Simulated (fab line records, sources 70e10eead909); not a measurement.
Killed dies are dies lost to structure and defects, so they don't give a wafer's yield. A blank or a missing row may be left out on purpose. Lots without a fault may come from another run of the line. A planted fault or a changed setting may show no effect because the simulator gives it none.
fab line records | flow nand_harc
record lots=14 wafers=42 last_day=33
route steps=1302 shown A_CONTACT@1015 THIN_TSV@1264 END@1302
lots that met no fault: from a run of the same line without faults
start_h: hours from the record's first day to the start of the lot's first wafer shown | wait_h: hours since the lot's step before | " the same as in the row above | L1.1+2: a row that stands for several wafers | - no value, or no start given | * or withheld: withheld | < > ~ a bound
route shown NAME@n: a module of which the file shows steps, and the number in the route of the first | usual: mean/standard deviation of fault-free wafers | same: alike in all rows | chamber/n: place in a boat | sites: the reading at each site | _std_site: their standard deviation | _edge_site: outer sites' mean less inner sites' | radius_mm: how far each site lies from the wafer's centre | mask NAME#n: copy n | behind: the tool/chamber that last shaped the wafer | hold: why the lot was held/for how many hours/how that ended | device: the transistor (n, p or np) that didn't switch | end of line: the same wafers' tests at the end of the route | a step without rows: its recipe alone | killed: dies lost to structure and defects at the first sort, not the wafer's yield | map: a wafer's dies, x killed, . not, _ none there
set.NAME: the setting as run; set.NAME@STEP: as run at that earlier step | model.NAME: the simulator's own value behind a step, which no gauge read
steps of the route over a sample of lots; a table a step, a row a wafer
services: from which hour (start_h, from the record's first day; less than 0 if before it) a tool's chamber was out of use, for how many hours, and why
## steps
# step NHARC_A_CONTACT_ETCH_121
# recipe source_w=withheld pressure_mtorr=20 bias_v=3000 time_s=190 target_depth_a=18500 ar_flow_sccm=withheld c4f8_flow_sccm=withheld o2_flow_sccm=withheld chemistry=C4F8/O2/Ar
# usual chamber_pressure_mTorr=19.999/0.02
# columns lot.wafer tool chamber start_h wait_h chamber_pressure_mTorr rf_hours_counter_h
L945.2 har_cap_etch-03 0 507.37 0.2 20.002 40
L945.3 " 0 " " 20.007 -
L945.4 " 1 " " 19.970 -
L947.1 har_cap_etch-02 0 507.89 0.1 19.998 86
L947.5 " 1 " " 19.981 -
L947.6 " 0 " " 19.999 -
L946.2 har_cap_etch-01 1 516.99 0.1 20.035 2
L946.3 " 1 " " 19.958 -
L946.5 " 1 " " 19.994 -
L949.2 har_cap_etch-01 0 549.63 0.1 20.004 7
L949.4 " 0 " " 19.987 -
L949.5 " 0 " " 20.014 -
L952.4 har_cap_etch-03 0 571.82 0.1 20.010 -
L952.6 " 1 " " 19.988 -
L952.5 " 0 " " 19.983 -
L954.1 har_cap_etch-03 1 598.57 0.2 19.973 59
L954.2 " 0 " " 20.013 59
L954.6 " 1 " " 20.054 -
L957.1 har_cap_etch-03 1 607.23 0.2 20.011 61
L957.2 " 0 " " 20.004 61
L957.5 " 0 " " 19.968 -
L961.1 har_cap_etch-02 0 635.88 0.1 20.014 111
L961.4 " 0 " " 19.999 -
L961.3 " 1 " " 19.938 -
L959.1 har_cap_etch-01 1 643.08 0.2 20.009 28
L959.4 " 1 " " 19.976 -
L959.3 " 0 " " 20.014 -
L960.1 har_cap_etch-01 0 651.37 0.1 19.991 30
L960.2 " 1 " " 20.040 30
L960.3 " 1 " " 19.999 -
L964.1 har_cap_etch-03 1 691.45 0.1 19.987 73
L964.3 " 0 " " 20.009 -
L964.5 " 1 " " 19.979 -
L965.1 har_cap_etch-03 0 700.90 0.1 20.013 76
L965.4 " 1 " " 19.997 -
L965.5 " 1 " " 20.004 -
L968.1 har_cap_etch-01 1 714.82 0.1 20.005 42
L968.5 " 1 " " 20.001 -
L968.6 " 0 " " 19.965 -
L967.2 har_cap_etch-03 0 717.26 0.1 20.007 82
L967.1 " 1 " " 20.003 82
L967.3 " 0 " " 20.036 -
# step NHARC_THIN_TSV_CD_MEAS_16
# usual cd_nm=1001.1/2.6
# columns lot.wafer tool chamber start_h wait_h cd_nm
L947.1 cd_sem-02 - 579.50 0.1 1002.2
L947.5 " - " " 1000.9
L947.6 " - " " 1001.7
L945.2 cd_sem-03 - 580.68 0.1 999.2
L945.3 " - " " 1005.1
L945.4 " - " " 1001.6
L946.2 cd_sem-02 - 583.08 0.1 999.2
L946.3 " - " " 999.4
L946.5 " - " " 998.7
L949.2 cd_sem-02 - 608.79 0.1 1003.8
L949.4 " - " " 1000.1
L949.5 " - " " 1002.8
L952.4 cd_sem-03 - 624.97 0.1 997.9
L952.5 " - " " 1000.4
L952.6 " - " " 999.1
L954.1 cd_sem-01 - 650.45 0.1 998.9
L954.2 " - " " 1004.3
L954.6 " - " " 1002.6
L957.1 cd_sem-01 - 659.95 0.1 1001.1
L957.2 " - " " 1001.5
L957.5 " - " " 999.4
L961.1 cd_sem-03 - 691.36 0.1 1004.1
L961.3 " - " " 1001.3
L961.4 " - " " 1004.6
L959.1 cd_sem-01 - 698.55 0.1 999.9
L959.3 " - " " 1002.5
L959.4 " - " " 1003.5
L960.1 cd_sem-03 - 699.76 0.1 1001.8
L960.2 " - " " 1002.4
L960.3 " - " " 994.6
L964.1 cd_sem-02 - 748.72 0.1 1001.3
L964.3 " - " " 998.8
L964.5 " - " " 1001.9
L965.1 cd_sem-02 - 760.14 0.1 997.2
L965.4 " - " " 998.6
L965.5 " - " " 1004.2
L968.1 cd_sem-02 - 765.56 0.1 1003.8
L968.5 " - " " 1002.8
L968.6 " - " " 1002.5
L967.1 cd_sem-03 - 766.51 0.1 999.6
L967.2 " - " " 998.5
L967.3 " - " " 997.8
# step NHARC_THIN_TSV_DEGAS_49
# recipe temp_c=300 time_s=120
# usual heater_power_w=459/30
# columns lot.wafer tool chamber start_h wait_h heater_power_w
L947.1 pvd_sputter-01 - 581.45 0.2 447
L947.5 " - " " 530
L947.6 " - " " 441
L945.2 pvd_sputter-02 - 582.62 0.1 400
L945.4 " - " " 431
L945.3 " - " " 432
L946.3 pvd_sputter-03 - 585.05 0.1 438
L946.2 " - " " 456
L946.5 " - " " 454
L949.4 pvd_sputter-03 - 610.80 0.1 463
L949.2 " - " " 445
L949.5 " - " " 454
L952.4 pvd_sputter-02 - 626.81 0.1 401
L952.6 " - " " 437
L952.5 " - " " 458
L954.1 pvd_sputter-03 - 652.27 0.2 454
L954.2 " - " " 449
L954.6 " - " " 450
L957.2 pvd_sputter-01 - 661.86 0.1 467
L957.1 " - " " 457
L957.5 " - " " 489
L961.1 pvd_sputter-01 - 693.17 0.1 485
L961.3 " - " " 504
L961.4 " - " " 468
L959.4 pvd_sputter-02 - 700.59 0.1 403
L959.1 " - " " 397
L959.3 " - " " 450
L960.2 pvd_sputter-03 - 702.43 0.1 453
L960.3 " - " " 445
L960.1 " - " " 447
L964.1 pvd_sputter-01 - 750.71 0.1 504
L964.3 " - " " 457
L964.5 " - " " 511
L965.4 pvd_sputter-03 - 761.98 0.1 451
L965.1 " - " " 494
L965.5 " - " " 427
L968.1 pvd_sputter-02 - 767.37 0.1 403
L968.6 " - " " 408
L968.5 " - " " 414
L967.3 pvd_sputter-03 - 768.35 0.1 465
L967.1 " - " " 487
L967.2 " - " " 462
# step NHARC_THIN_TSV_PVD_51
# recipe target_thk_a=1000 chamber_pressure_pa=5 material=Cu
# usual throttle_valve_pct=30.4/1.4
# columns lot.wafer tool chamber start_h wait_h throttle_valve_pct
L947.1 pvd_sputter-01 - - - 30.2
L947.5 " - " " 30.4
L947.6 " - " " 31.1
L945.3 pvd_sputter-02 - - - 28.5
L945.2 " - " " 30.1
L945.4 " - " " 31.0
L946.3 pvd_sputter-03 - - - 28.0
L946.2 " - " " 31.6
L946.5 " - " " 30.0
L949.2 pvd_sputter-03 - - - 28.0
L949.4 " - " " 29.8
L949.5 " - " " 30.0
L952.4 pvd_sputter-02 - - - 30.5
L952.6 " - " " 28.6
L952.5 " - " " 30.6
L954.2 pvd_sputter-03 - - - 29.7
L954.1 " - " " 31.3
L954.6 " - " " 27.6
L957.2 pvd_sputter-01 - - - 32.4
L957.1 " - " " 30.3
L957.5 " - " " 32.9
L961.4 pvd_sputter-01 - - - 33.0
L961.1 " - " " 32.4
L961.3 " - " " 30.2
L959.3 pvd_sputter-02 - - - 28.8
L959.4 " - " " 28.9
L959.1 " - " " 30.3
L960.3 pvd_sputter-03 - - - 29.7
L960.2 " - " " 31.3
L960.1 " - " " 27.8
L964.1 pvd_sputter-01 - - - 32.5
L964.3 " - " " 32.3
L964.5 " - " " 32.7
L965.1 pvd_sputter-03 - - - 28.2
L965.4 " - " " 29.7
L965.5 " - " " 28.2
L968.1 pvd_sputter-02 - - - 30.4
L968.6 " - " " 30.5
L968.5 " - " " 28.9
L967.1 pvd_sputter-03 - - - 28.3
L967.2 " - " " 29.9
L967.3 " - " " 30.5
# step NHARC_END_SORT_01
# recipe temp_c=25
# usual killed_at_array=59/21 killed_at_other=1.0/1.1 killed_at_periphery=4.0/2.6 killed_dies=64/21 killed_open=3.2/1.7 killed_short=2.5/1.5
# same gross_dies=677
# columns lot.wafer tool chamber start_h wait_h killed_at_array killed_at_other killed_at_periphery killed_dies killed_open killed_short
L954.1 prober-02 0 663.34 2.5 126 2 6 134 3 1
L954.2 prober-02 0 664.15 2.8 108 0 3 111 0 4
L954.6 prober-02 0 667.38 4.0 124 1 9 134 5 1
L957.1 prober-02 0 673.42 2.5 161 1 3 165 3 2
L957.2 prober-02 0 674.22 2.8 141 2 2 145 1 2
L957.5 prober-02 0 676.64 3.7 153 1 2 156 1 1
# killed by level:class
L954.1 A_CONTACT:unspecified=78 A_CHANNEL_HOLE_D1:chamber_film_flake=35 A_STAIRCASE:chamber_film_flake=5 P_GATE:chamber_film_flake=4 A_SLIT:chamber_film_flake=3 THIN_TSV:chamber_film_flake=2 P_M1:geometric_particle:open=1 A_WL_FILL:geometric_particle:open=1
L954.2 A_CONTACT:unspecified=64 A_CHANNEL_HOLE_D1:chamber_film_flake=35 P_GATE:chamber_film_flake=2 A_CHANNEL_FILL_D1:chamber_film_flake=2 P_M0:geometric_particle:short=1 A_ONON_D1:geometric_particle:short=1 A_CHANNEL_FILL_D1:geometric_particle:short=1 A_M0:geometric_particle:short=1
L954.6 A_CONTACT:unspecified=78 A_CHANNEL_HOLE_D1:chamber_film_flake=32 P_GATE:chamber_film_flake=4 P_M0:geometric_particle:open=3 A_DECK1_JOINT:chamber_film_flake=2 A_SLIT:chamber_film_flake=2 A_CONTACT:chamber_film_flake=2 A_CHANNEL_HOLE_D1:geometric_particle:open=1
L957.1 A_CONTACT:unspecified=82 A_CHANNEL_HOLE_D1:chamber_film_flake=34 A_SLIT:chamber_film_flake=26 A_CHANNEL_HOLE_D2:chamber_film_flake=14 P_CONTACT:geometric_particle:open=1 A_SOURCE_PLATE:geometric_particle:open=1 A_ONON_D1:geometric_particle:short=1 A_ONON_D2:geometric_particle:open=1
L957.2 A_CONTACT:unspecified=69 A_CHANNEL_HOLE_D1:chamber_film_flake=31 A_SLIT:chamber_film_flake=26 A_CHANNEL_HOLE_D2:chamber_film_flake=13 THIN_TSV:chamber_film_flake=2 P_GATE:geometric_particle:short=1 A_DECK1_JOINT:geometric_particle:short=1 A_ONON_D2:geometric_particle:open=1
L957.5 A_CONTACT:unspecified=68 A_SLIT:chamber_film_flake=36 A_CHANNEL_HOLE_D1:chamber_film_flake=30 A_CHANNEL_HOLE_D2:chamber_film_flake=15 A_CHANNEL_FILL_D1:geometric_particle:open=1 A_CHANNEL_FILL_D2:geometric_particle:short=1 P_ZERO_WELL:chamber_film_flake=1 P_GATE:chamber_film_flake=1
## services
# columns tool chamber start_h hours kind
har_cap_etch-01 - 497.62 17.0 pm
har_cap_etch-01 0 497.62 17.0 vent_cycle
har_cap_etch-01 1 497.62 17.0 vent_cycle
har_cap_etch-02 - 514.05 0.4 repair
har_cap_etch-01 0 514.62 - clean
har_cap_etch-01 1 514.62 - clean
pvd_sputter-03 - 526.11 10.0 pm
pvd_sputter-01 - 534.72 7.0 repair
pvd_sputter-02 - 540.21 4.8 repair
pvd_sputter-01 - 582.01 10.0 pm
pvd_sputter-01 - 614.95 0.8 repair
pvd_sputter-02 - 638.04 10.0 pm
pvd_sputter-03 - 704.11 10.0 pm
har_cap_etch-02 - 754.00 17.0 pm
har_cap_etch-02 0 754.00 17.0 vent_cycle
har_cap_etch-02 1 754.00 17.0 vent_cycle
pvd_sputter-01 - 760.01 10.0 pm
har_cap_etch-03 - 763.25 2.6 repair
## key
first_sign step=NHARC_END_SORT_01 reading=killed_at_array direction=up sigmas=3.6 usual=59 struck=136
effect step=NHARC_END_SORT_01 reading=killed_dies direction=up sigmas=3.6 usual=64 struck=141
more_kills_born_at NHARC_A_CONTACT_ETCH_121@har_cap_etch-03=438
met_at NHARC_A_CONTACT_ETCH_121
struck_lots L954,L957
tester_left_out L954,L957
not_acting_at NHARC_THIN_TSV_CD_MEAS_16,NHARC_THIN_TSV_DEGAS_49,NHARC_THIN_TSV_PVD_51
onset_between 571.82 598.57
fault kind=chamber_particle_source tool=har_cap_etch-03 chamber=- onset_h=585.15 steps=NHARC_A_CONTACT_ETCH_121 rate_per_visit_cm2=1.4067 end_h=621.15
# tester_left_out: of these lots the tester's yield and bins aren't shown, on N5 and GAA mostly nor the transistor test; their killed dies are dies lost to structure and defects alone, not to doping, threshold or leakage, so they don't give the yield
